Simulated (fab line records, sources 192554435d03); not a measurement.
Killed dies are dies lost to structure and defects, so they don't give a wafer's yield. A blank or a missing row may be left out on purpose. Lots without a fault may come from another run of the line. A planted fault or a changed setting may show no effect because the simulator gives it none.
Split-lot experiment | flow n5_finfet | 7 lots, 21 wafers read, on a route of 1938 steps

THE SPLIT
At N5_MOL_CONTACT_COAG_ETCH_110 (etches Si in CF4/O2, target depth 2.5 nm, time 8 s), the setting bias_w was moved away from the recipe's 12 W on 3 of the 21 wafers read, by -8.7% to +8.3%. The other wafers ran this setting at the recipe's value.

The reading is taken at the split's own step.

THE READING
rf_vpp_V, in V, at N5_MOL_CONTACT_COAG_ETCH_110 (etches Si in CF4/O2, target depth 2.5 nm, time 8 s). Fault-free wafers of this fab line usually give 126.5 V, standard deviation 2.5 V.

wafer  | tool, chamber at the split | bias_w as run, W | against the recipe | rf_vpp_V, V | against lot-mates on the recipe
L075.1 | rie_diel-04, 2             | 12               | recipe             | 127.2       | -
L075.3 | rie_diel-04, 3             | 12               | recipe             | 124.2       | -
L075.6 | rie_diel-04, 0             | 12               | recipe             | 127.2       | -
L079.2 | rie_diel-04, 3             | 12               | recipe             | 125.9       | -
L079.3 | rie_diel-04, 2             | 12               | recipe             | 124.6       | -
L079.5 | rie_diel-04, 1             | 12               | recipe             | 122.7       | -
L082.1 | rie_diel-04, 1             | 12               | recipe             | 123.9       | -
L082.2 | rie_diel-04, 3             | 12               | recipe             | 126.6       | -
L082.5 | rie_diel-04, 2             | 12               | recipe             | 125.1       | -
L083.2 | rie_diel-02, 2             | 10.96            | -8.7%              | 113.5       | -14.3
L083.3 | rie_diel-02, 3             | 12               | recipe             | 127.8       | -
L083.4 | rie_diel-02, 1             | 10.96            | -8.7%              | 117.1       | -10.7
L086.2 | rie_diel-02, 1             | 12               | recipe             | 128.5       | -
L086.5 | rie_diel-02, 2             | 12               | recipe             | 122.0       | -
L086.6 | rie_diel-02, 3             | 13               | +8.3%              | 135.9       | +10.7
L092.2 | rie_diel-04, 2             | 12               | recipe             | 124.6       | -
L092.5 | rie_diel-04, 3             | 12               | recipe             | 128.1       | -
L092.6 | rie_diel-04, 0             | 12               | recipe             | 130.0       | -
L097.2 | rie_diel-02, 0             | 12               | recipe             | 124.7       | -
L097.4 | rie_diel-02, 2             | 12               | recipe             | 121.9       | -
L097.5 | rie_diel-02, 0             | 12               | recipe             | 126.0       | -

THE FIT
A straight line over all 21 wafers: rf_vpp_V changes by +1.2 V for each +1% of bias_w; r = +0.88; the points scatter about the line by 2.2 V.
The same after taking each lot's own level away (the mean of its wafers on the recipe; 21 wafers): +1.39 V for each +1%; r = +0.93; scatter 1.9 V.
On that fit, the largest move of bias_w shifts the reading by 12 V.
The lots' own levels span 124.20 to 127.80 V, that is 1.4 times the standard deviation above.
So the lot-to-lot level changes the slope: the two fits differ.
Check: with one of the wafers moved furthest among these (-8.7%) left out of the fit, the line predicts -10.9 V for it against its lot-mates. It came out at -14.3 V against them.
Tool readings at the split's step, against how far the setting was moved: rf_vpp_V r = +0.88.

OTHER SPLITS ON THESE WAFERS
These wafers also went through other splits before the reading. Each is held against what the fit with the lots' levels taken away leaves over:
other split on the same wafers       | wafers away from the commonest value | r with rf_vpp_V (lot level and that fit taken away)
N5_HKMG_FIN_COAT_43 spin_rpm         | 4                                    | -0.01
N5_MOL_CONTACT_COAG_ETCH_15 source_w | 7                                    | -0.27

THE FILE'S OWN FIT
rf_vpp_V changes by +1.36 V for each +1% of bias_w, r = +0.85.
